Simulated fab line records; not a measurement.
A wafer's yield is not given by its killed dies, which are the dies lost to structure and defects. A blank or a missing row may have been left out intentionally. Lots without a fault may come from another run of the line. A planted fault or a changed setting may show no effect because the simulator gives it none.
fab line records | flow n5_finfet | part 2 of 2: steps 5 to 6 of 6
[record] lots = 20 wafers = 60 last_day = 17
route steps=1938 shown BEOL_M0_SAQP@640 BEOL_M0_CUTY@712
lots untouched by any fault: they come from a run of this same line in which no faults occurred
start_h: the number of hours between the record's first day and the start of the first shown wafer of the lot | wait_h: how many hours have passed since the lot's step before this one | " unchanged from the row above | L1.1+2: a single row standing in for several wafers | - either no value or no given start | * or withheld: withheld | < > ~ a bound
route shown NAME@n: a module of which the file shows steps, and the number in the route of the first | usual: mean/standard deviation taken from wafers without a fault | same: alike in all rows | chamber/n: place in a boat | sites: per-site readings | _std_site: how widely they spread, as a standard deviation | _edge_site: the outer-site mean with the inner-site mean subtracted | radius_mm: for every site, how far away it sits from the centre of the wafer | mask NAME#n: copy n | behind: the tool/chamber that last shaped the wafer | hold: cause of the lot's hold/its duration in hours/its outcome | device: whichever transistor did not switch (one of n, p or np) | end of line: at the end of the route, the tests of the same wafers | a step given without rows: its recipe and nothing more | killed: at the first sort, the dies lost to defects and structure; wafer yield is something else | map: the dies of a wafer, with x for killed, . for not killed, _ for no die there
set.NAME: the setting that was run; set.NAME@STEP: the one run at that earlier step | model.NAME: the simulator's own value behind a step, which no gauge read
one table for each step of the route and one row for each wafer, over a sample of lots
services: the hour from which a tool's chamber was out of use, counted from the record's first day as start_h (under 0 if before that day), plus the number of hours and why
[[steps]]
[step N5_BEOL_M0_SAQP_SPACER1_ALD_98]
[recipe] material = SiO2 target_thk_a = 128 temp_c = 300 ald_precursor_family = BDEAS ald_co_reactant = O2-plasma pulse_time_s = 1 purge_time_s = 2 co_reactant_purge_time_s = 2 ald_cycles = 138 pressure_torr = 2
[usual] heater_power_w = 489/47 precursor_pulse_height_rel = 0.999/0.021 susceptor_temp_C = 300.01/0.19
[same] ald_cycles = 138 pulse_time_s = 1
// columns lot.wafer tool chamber start_h wait_h heater_power_w precursor_pulse_height_rel susceptor_temp_C
L074.1 ald_sin-01 3 106.49 0.3 465 1.024 300.04
L074.5 " 0 " " 528 1.019 300.06
L074.6 " 1 " " 500 0.995 299.90
L075.3 ald_sin-04 0 113.19 0.1 444 1.012 300.00
L075.4 " 3 " " 412 1.021 299.86
L075.6 " 1 " " 549 1.029 300.28
L077.1 ald_sin-01 1 129.12 0.3 493 0.992 299.85
L077.4 " 3 " " 474 1.041 299.74
L077.5 " 0 " " 519 0.977 299.92
L078.1 ald_sin-03 0 132.98 0.6 579 1.001 299.80
L078.3 " 3 " " 498 0.999 300.20
L078.5 " 0 " " 580 1.012 299.84
L079.2 ald_sin-04 3 139.87 0.3 411 0.987 300.12
L079.3 " 1 " " 555 0.994 299.96
L079.6 " 0 " " 456 0.982 300.30
L081.1 ald_sin-03 0 149.71 0.5 585 1.034 299.88
L081.3 " 3 " " 496 0.983 299.80
L081.6 " 3 " " 488 0.987 300.07
L082.1 ald_sin-03 1 164.83 1.0 475 0.978 299.72
L082.4 " 3 " " 483 0.992 299.91
L082.5 " 3 " " 487 1.003 299.99
L083.1 ald_sin-01 0 165.35 0.6 523 0.979 299.78
L083.2 " 2 " " 471 1.023 300.16
L083.3 " 1 " " 492 0.976 300.25
L084.2 ald_sin-01 0 177.69 0.8 528 1.036 299.77
L084.4 " 2 " " 467 0.984 300.10
L084.5 " 0 " " 522 0.972 299.96
L086.1 ald_sin-03 2 182.46 0.3 425 0.996 299.99
L086.3 " 0 " " 593 0.998 299.98
L086.4 " 1 " " 478 0.975 299.95
L087.1 ald_sin-01 2 190.29 0.3 472 1.001 300.22
L087.2 " 1 " " 488 0.994 300.01
L087.5 " 2 " " 476 0.980 300.18
L088.3 ald_sin-03 2 193.81 0.1 425 0.999 300.24
L088.4 " 3 " " 485 0.998 300.36
L088.5 " 1 " " 475 1.009 299.88
L089.2 ald_sin-04 3 202.08 0.3 420 1.020 300.05
L089.3 " 2 " " 486 0.974 299.97
L089.5 " 0 " " 435 0.967 299.65
L090.2 ald_sin-01 3 206.00 0.3 476 1.015 299.72
L090.5 " 1 " " 494 1.011 300.40
L090.6 " 0 " " 525 0.986 300.06
L091.2 ald_sin-04 2 213.62 0.3 479 1.001 299.99
L091.5 " 3 " " 404 1.033 300.05
L091.6 " 0 " " 433 0.976 299.88
L092.1 ald_sin-03 0 217.17 0.3 598 0.964 299.70
L092.2 " 2 " " 438 0.997 300.13
L092.5 " 1 " " 474 0.988 300.23
L093.3 ald_sin-04 2 225.74 0.1 478 1.010 300.05
L093.4 " 0 " " 428 1.003 299.82
L093.6 " 1 " " 529 0.987 299.70
L094.3 ald_sin-04 0 232.82 3.0 428 1.013 299.98
L094.4 " 3 " " 413 0.987 300.18
L094.5 " 2 " " 480 0.996 300.04
L095.1 ald_sin-01 2 237.10 0.3 467 1.049 299.98
L095.4 " 0 " " 526 0.986 300.08
L095.6 " 2 " " 470 1.034 300.22
L097.1 ald_sin-01 1 250.14 0.3 501 0.994 299.88
L097.3 " 0 " " 526 0.997 299.79
L097.6 " 3 " " 472 1.016 300.31
[step N5_BEOL_M0_CUTY_ETCH_62]
[recipe] chemistry = CF4 target = SiARC mask_material = CAR-ArF-block time_s = 58.5 ion_energy_ev = 80 pressure_mtorr = 40 source_w = 545 bias_w = 36 Ar_flow_sccm = 100 cf4_flow_sccm = 100 ends = cleared
[usual] chamber_pressure_mTorr = 40.00/0.034 drypump_motor_current_A = 5.6/0.47 etch_rf_on_time_s = 58.7/1.5 oes_product_au = 0.68/0.081 rf_fwd_power_W = 538.7/2.4 rf_vpp_V = 184.1/1.3 showerhead_plenum_p_Torr = 2.15/0.075 throttle_valve_pct = 15.60/0.29
// columns lot.wafer tool chamber start_h wait_h chamber_pressure_mTorr drypump_motor_current_A etch_rf_on_time_s oes_product_au rf_fwd_power_W rf_hours_counter_h rf_vpp_V showerhead_plenum_p_Torr throttle_valve_pct
L074.1 rie_diel-01 2 111.59 0.0 39.95 5.9 59.7 0.59 537.5 234 182.3 2.03 16.08
L074.5 " 3 " " 40.04 5.6 60.7 0.68 535.1 - 185.1 2.16 15.31
L074.6 " 2 " " 40.00 5.9 59.5 0.60 537.8 - 182.4 2.03 16.11
L075.3 rie_diel-05 2 118.57 0.0 40.00 5.7 56.8 0.61 543.2 208 185.9 2.10 15.79
L075.4 " 1 " " 40.00 5.6 59.0 0.70 538.8 93 182.7 2.08 15.64
L075.6 " 2 " " 40.00 5.7 57.7 0.60 539.5 - 182.9 2.10 15.79
L077.1 rie_diel-03 2 133.62 0.0 40.03 6.0 55.7 0.80 538.2 22 186.1 2.27 15.25
L077.4 " 0 " " 39.96 5.5 59.6 0.62 541.6 168 183.1 2.05 15.99
L077.5 " 0 " " 40.04 5.5 59.9 0.62 539.4 - 182.3 2.05 15.99
L078.1 rie_diel-01 1 137.46 0.0 40.02 5.1 57.0 0.61 541.8 204 185.4 2.22 15.97
L078.3 " 0 " " 40.02 5.8 60.7 0.56 534.9 248 185.8 2.20 16.00
L078.5 " 2 " " 40.01 6.0 59.0 0.59 536.7 - 183.4 2.03 16.09
L079.2 rie_diel-01 3 144.32 0.0 40.06 5.5 59.4 0.67 538.4 94 184.5 2.15 15.32
L079.3 " 2 " " 40.05 5.9 59.2 0.59 539.2 249 182.5 2.03 16.11
L079.6 " 3 " " 39.98 5.6 58.9 0.67 537.2 - 185.1 2.15 15.30
L081.1 rie_diel-03 3 154.98 0.0 40.01 5.4 61.5 0.68 536.1 76 185.6 2.25 15.50
L081.3 " 1 " " 40.02 5.0 57.8 0.59 536.1 249 180.4 2.03 15.92
L081.6 " 1 " " 40.04 5.0 57.9 0.59 534.6 - 183.2 2.03 15.92
L082.1 rie_diel-05 0 169.36 0.0 39.95 4.7 57.5 0.75 540.5 37 185.3 2.19 15.31
L082.4 " 1 " " 40.02 5.6 59.2 0.67 538.5 113 183.2 2.07 15.68
L082.5 " 2 " " 40.04 5.7 58.0 0.58 540.5 - 183.9 2.10 15.83
L083.1 rie_diel-03 2 170.21 0.0 40.02 6.0 55.7 0.78 538.0 35 185.1 2.27 15.29
L083.2 " 0 " " 40.03 5.5 60.2 0.61 540.1 179 184.0 2.05 16.01
L083.3 " 3 " " 39.98 5.4 62.4 0.68 538.2 82 185.5 2.25 15.51
L084.2 rie_diel-05 3 184.56 0.0 39.97 6.3 58.9 0.77 540.9 26 183.5 2.12 15.16
L084.4 " 1 " " 39.99 5.6 59.2 0.67 539.2 118 183.6 2.07 15.69
L084.5 " 2 " " 40.01 5.7 57.6 0.58 543.0 - 183.8 2.09 15.83
L086.1 rie_diel-05 1 190.54 0.0 40.05 5.6 58.8 0.68 540.5 120 183.4 2.07 15.70
L086.3 " 2 " " 39.95 5.8 57.7 0.58 540.6 235 183.0 2.09 15.83
L086.4 " 3 " " 40.06 6.3 59.2 0.76 542.5 27 183.6 2.12 15.19
L087.1 rie_diel-03 1 195.75 0.0 39.96 5.0 55.1 0.83 533.4 4 184.9 2.28 15.46
L087.2 " 3 " " 40.00 5.4 62.5 0.67 539.2 91 183.4 2.24 15.53
L087.5 " 3 " " 40.05 5.4 61.6 0.67 536.1 - 185.2 2.24 15.53
L088.3 rie_diel-01 2 198.53 0.0 39.96 5.9 58.2 0.82 537.5 5 186.4 2.28 15.59
L088.4 " 0 " " 39.98 5.8 59.4 0.78 535.7 17 184.3 2.19 15.52
L088.5 " 2 " " 40.02 5.9 57.8 0.83 535.5 - 185.7 2.28 15.61
L089.2 rie_diel-01 3 206.59 0.0 39.98 5.6 59.2 0.65 538.6 119 184.4 2.14 15.38
L089.3 " 2 " " 40.01 5.9 57.1 0.83 541.7 7 184.1 2.28 15.60
L089.5 " 2 " " 40.01 5.9 57.2 0.83 540.5 - 186.7 2.28 15.58
L090.2 rie_diel-01 1 211.09 0.0 40.07 5.0 58.2 0.58 538.2 235 184.9 2.21 16.02
L090.5 " 0 " " 40.03 5.8 59.3 0.77 535.7 - 185.0 2.19 15.54
L090.6 " 1 " " 40.01 5.0 58.1 0.58 537.9 - 184.2 2.21 16.02
L091.2 rie_diel-05 2 218.68 0.0 39.98 5.7 58.3 0.57 539.2 245 184.2 2.09 15.87
L091.5 " 0 " " 39.96 4.7 58.4 0.72 543.1 - 184.9 2.18 15.35
L091.6 " 1 " " 40.06 5.6 59.3 0.66 539.8 - 182.5 2.07 15.73
L092.1 rie_diel-05 3 221.39 0.0 40.01 6.3 58.9 0.76 539.9 38 183.1 2.11 15.20
L092.2 " 2 " " 39.89 5.7 58.6 0.57 541.3 246 183.6 2.09 15.86
L092.5 " 3 " " 40.04 6.3 58.7 0.75 540.6 - 183.5 2.11 15.21
L093.3 rie_diel-05 2 230.49 0.0 39.98 5.8 58.3 0.57 540.8 249 184.4 2.09 15.87
L093.4 " 0 " " 40.01 4.8 57.8 0.72 541.8 58 185.4 2.18 15.38
L093.6 " 2 " " 40.03 5.7 57.9 0.57 540.7 - 184.4 2.09 15.86
L094.3 rie_diel-05 3 237.40 0.0 40.02 6.3 59.8 0.73 537.3 44 184.2 2.11 15.22
L094.4 " 2 " " 39.93 5.8 57.9 0.57 540.4 252 183.3 2.09 15.88
L094.5 " 1 " " 39.96 5.6 59.5 0.66 536.0 - 183.0 2.06 15.72
L095.1 rie_diel-03 0 241.51 0.0 39.99 5.5 59.9 0.60 538.4 205 181.4 2.04 16.07
L095.4 " 2 " " 40.05 6.0 56.3 0.74 539.3 60 185.0 2.26 15.34
L095.6 " 3 " " 39.97 5.4 61.5 0.66 537.6 - 185.9 2.24 15.55
L097.1 rie_diel-05 3 254.59 0.0 40.05 6.3 60.2 0.72 536.0 50 184.0 2.11 15.24
L097.3 " 1 " " 39.94 5.6 59.9 0.66 535.7 143 182.2 2.06 15.75
L097.6 " 3 " " 39.98 6.3 59.9 0.73 536.4 - 184.5 2.11 15.23
[[services]]
// columns tool chamber start_h hours kind
ald_sin-03 - 86.14 14.0 pm
pecvd-01 1 91.21 11.6 repair
rie_diel-01 3 91.95 1.8 repair
rie_diel-02 3 98.29 13.9 repair
rie_diel-02 - 99.37 0.4 repair
rie_diel-04 - 115.63 0.3 repair
pecvd-03 1 117.28 10.5 repair
rie_diel-01 3 120.80 2.2 repair
rie_diel-01 1 123.00 5.2 repair
ald_sin-03 - 142.68 6.1 pm
pecvd-01 0 168.30 5.9 repair
ald_sin-01 3 170.45 13.0 repair
rie_diel-06 3 176.37 19.3 repair
ald_sin-04 - 176.75 14.0 pm
ald_sin-01 2 205.75 6.1 repair
pecvd-03 - 209.60 1.2 repair
ald_sin-03 2 218.60 4.8 repair
ald_sin-01 1 221.23 11.0 repair
rie_diel-04 0 222.79 11.3 repair
rie_diel-04 2 228.08 2.4 repair
rie_diel-01 3 233.35 4.4 repair
ald_sin-03 3 236.10 12.8 repair
pecvd-03 2 237.88 5.4 repair
rie_diel-05 2 248.24 5.7 repair
